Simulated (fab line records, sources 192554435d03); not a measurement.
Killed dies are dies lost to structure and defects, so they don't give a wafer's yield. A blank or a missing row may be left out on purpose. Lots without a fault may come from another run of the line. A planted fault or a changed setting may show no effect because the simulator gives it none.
Chamber matching | flow n5_finfet | N5_GATE_CUT_HM_DEP_46 on pecvd-03: 3 sister chambers
The step deposits SiO2 from TEOS/O2, target thk 130 nm, time 26.6 s. 14 wafers are shown with their chamber, then 7 later ones without.

WAFERS WITH THEIR CHAMBER
wafer  | chamber | throttle_valve_pct (%) | showerhead_plenum_p_Torr (Torr) | heater_power_w (W)
L074.1 | 0       | 17.0                   | 8.44                            | 526
L074.4 | 2       | 18.8                   | 8.37                            | 419
L074.6 | 0       | 17.3                   | 8.42                            | 535
L082.2 | 2       | 18.8                   | 8.37                            | 386
L082.3 | 0       | 17.4                   | 8.44                            | 505
L082.4 | 1       | 20.1                   | 8.34                            | 603
L085.1 | 0       | 17.4                   | 8.43                            | 490
L085.3 | 2       | 18.8                   | 8.38                            | 380
L085.5 | 0       | 17.8                   | 8.44                            | 495
L090.3 | 2       | 19.1                   | 8.40                            | 454
L090.4 | 1       | 20.1                   | 8.35                            | 507
L090.6 | 0       | 17.2                   | 8.45                            | 546
L093.3 | 2       | 18.9                   | 8.38                            | 366
L093.5 | 2       | 18.8                   | 8.36                            | 373

SIGNATURES (means of the wafers above)
reading                  | chamber 0 | chamber 1 | chamber 2 | scatter within a chamber
throttle_valve_pct       | 17.350    | 20.100    | 18.867    | 0.197
showerhead_plenum_p_Torr | 8.4367    | 8.3450    | 8.3767    | 0.0117
heater_power_w           | 516.17    | 555.00    | 396.33    | 34.2
Rule: a wafer's distance from a chamber is the root of the sum, over the readings, of the square of ((its reading less the chamber's mean) divided by the reading's scatter). The wafer belongs to the nearest chamber; if the next one is less than 2 further off, it can't be placed. The scatter: the root of (the sum of the squares of (reading less its chamber's mean) over the shown wafers, divided by (wafers less chambers)).

WAFERS WITHOUT THEIR CHAMBER
wafer  | throttle_valve_pct (%) | showerhead_plenum_p_Torr (Torr) | heater_power_w (W)
L093.6 | 17.3                   | 8.40                            | 498
L095.2 | 17.6                   | 8.44                            | 496
L095.5 | 19.9                   | 8.32                            | 616
L095.6 | 17.7                   | 8.47                            | 527
L096.4 | 17.3                   | 8.44                            | 557
L096.5 | 17.4                   | 8.45                            | 537
L096.6 | 20.1                   | 8.35                            | 598

WHICH CHAMBER EACH WENT THROUGH
wafer  | from the rows above | in truth
L093.6 | 0                   | 0
L095.2 | 0                   | 0
L095.5 | 1                   | 1
L095.6 | 0                   | 0
L096.4 | 0                   | 0
L096.5 | 0                   | 0
L096.6 | 1                   | 1
Placed correctly: 7 of 7. Can't be placed from these rows: 0. Placed wrongly: 0.
